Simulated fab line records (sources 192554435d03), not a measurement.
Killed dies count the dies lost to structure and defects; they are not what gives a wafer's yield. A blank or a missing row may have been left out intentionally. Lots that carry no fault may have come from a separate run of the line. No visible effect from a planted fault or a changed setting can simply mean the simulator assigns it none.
Matching of chambers | flow n5Finfet | rieDiel-05 running N5_MOL_CONTACT_COAG_VIA_ETCH_117: 4 sister chambers
The step etches SiO2 in C4F6/O2, target depth 40 nm, overetch 8 nm, time 26 s. 4 wafers are shown with their chamber, then 8 later ones without.

== EACH WAFER AND ITS CHAMBER ==
wafer  | chamber | showerheadPlenumPTorr (Torr)
L079.6 | 3       | 2.92
L081.3 | 2       | 2.68
L081.4 | 1       | 2.82
L082.1 | 0       | 2.68

== WAFERS WITH NO CHAMBER GIVEN ==
wafer  | showerheadPlenumPTorr (Torr)
L082.2 | 2.82
L082.6 | 2.92
L092.2 | 2.91
L092.4 | 2.67
L092.6 | 2.91
L095.3 | 3.01
L095.5 | 2.81
L095.6 | 2.91

== EACH ONE'S CHAMBER ==
wafer  | from the rows above     | in truth
L082.2 | 1                       | 1
L082.6 | 3                       | 3
L092.2 | 3                       | 3
L092.4 | can't be placed: 0 or 2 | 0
L092.6 | 3                       | 3
L095.3 | 3                       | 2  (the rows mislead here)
L095.5 | 1                       | 1
L095.6 | 3                       | 3
6 of 8 placed correctly. Can't be placed from these rows: 1 (the true chamber is among the candidates in 1). Number placed wrongly: 1.
How it was worked out, from the rows above alone: a wafer's distance from a chamber is the root of the sum, over the readings, of the square of ((its reading less the chamber's mean) divided by the reading's scatter). The wafer belongs to the nearest chamber; if the next one is less than 2 further off, it can't be placed. For every chamber, the mean is computed from those of its wafers that are shown. The scatter (one wafer shown for each chamber): square how far every hidden wafer sits from the nearest shown wafer, average those squares and take the square root.
